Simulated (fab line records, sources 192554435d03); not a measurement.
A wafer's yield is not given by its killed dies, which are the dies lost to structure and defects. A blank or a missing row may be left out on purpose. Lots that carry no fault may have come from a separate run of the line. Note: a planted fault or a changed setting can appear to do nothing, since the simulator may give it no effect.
The same fault as seen by 2 desks + flow n5Finfet + only its own numbers are on each desk; what lay behind them is given at the end

## DESK OF THE TOOL OWNER: pvdSputter-02
The tool's own readings at N5_BEOL_M1_SPUTTER_88 (material Cu, target thk 4.5 nm, time 8.29 s): means of the sampled wafers that have a number, for each lot that ran on this tool. Any lot whose mean is over 4 standard deviations away from the usual mean is out of limits and marked OUT; that distance is given in the brackets.
Columns: A = chuckGasFlowSccm at N5_BEOL_M1_SPUTTER_88, usual 1.26 sccm; B = chuckSensorTempC at N5_BEOL_M1_SPUTTER_88, usual -16.3 C; C = throttleValvePct at N5_BEOL_M1_SPUTTER_88, usual 29.8 %
| lot  | first seen here | A    | B     | C    |
|------|-----------------|------|-------|------|
| L688 | day 6 12:05     | 1.31 | -16.3 | 29.7 |
| L691 | day 7 14:14     | 1.24 | -15.9 | 29.8 |
| L694 | day 8 01:21     | 1.23 | -16.9 | 29.9 |
| L700 | day 10 15:30    | 1.26 | -17.3 | 29.7 |
| L701 | day 10 22:12    | 1.29 | -17.1 | 30.0 |
This desk's verdict: no lot among the 5 shows anything out of limits.

## FROM THE METROLOGY DESK
Means of the sampled wafers that have a number, per lot and without regard to the tool the lot ran on: this is what the gauges read. Any lot whose mean is over 4 standard deviations away from the usual mean is out of limits and marked OUT; that distance is given in the brackets.
Columns: A = cdNm at N5_PASSIVATION_CD_MEAS_30, usual 4000.6 nm; B = cdNm at N5_PASSIVATION_CD_MEAS_44, usual 40000 nm
| lot  | first seen here | A      | B     |
|------|-----------------|--------|-------|
| L688 | day 13 00:47    | 4000.2 | 40008 |
| L692 | day 13 22:30    | 3999.7 | 39999 |
| L691 | day 14 05:14    | 4002.6 | 40002 |
| L693 | day 14 23:44    | 3999.6 | 39995 |
| L695 | day 15 05:02    | 3998.1 | 40001 |
| L694 | day 15 06:14    | 4001.5 | 40004 |
| L696 | day 15 15:31    | 3999.8 | 39999 |
| L700 | day 17 15:25    | 4001.5 | 39996 |
| L701 | day 17 21:10    | 4002.8 | 40002 |
| L703 | day 18 03:12    | 3999.6 | 40001 |
| L709 | day 19 13:24    | 3999.3 | 39998 |
This desk's verdict: no lot among the 11 shows anything out of limits.

## ALL TOGETHER
The tool owner's desk saw nothing out of limits.
The metrology desk saw nothing out of limits.

## WHAT THE SIMULATOR HAD INSERTED
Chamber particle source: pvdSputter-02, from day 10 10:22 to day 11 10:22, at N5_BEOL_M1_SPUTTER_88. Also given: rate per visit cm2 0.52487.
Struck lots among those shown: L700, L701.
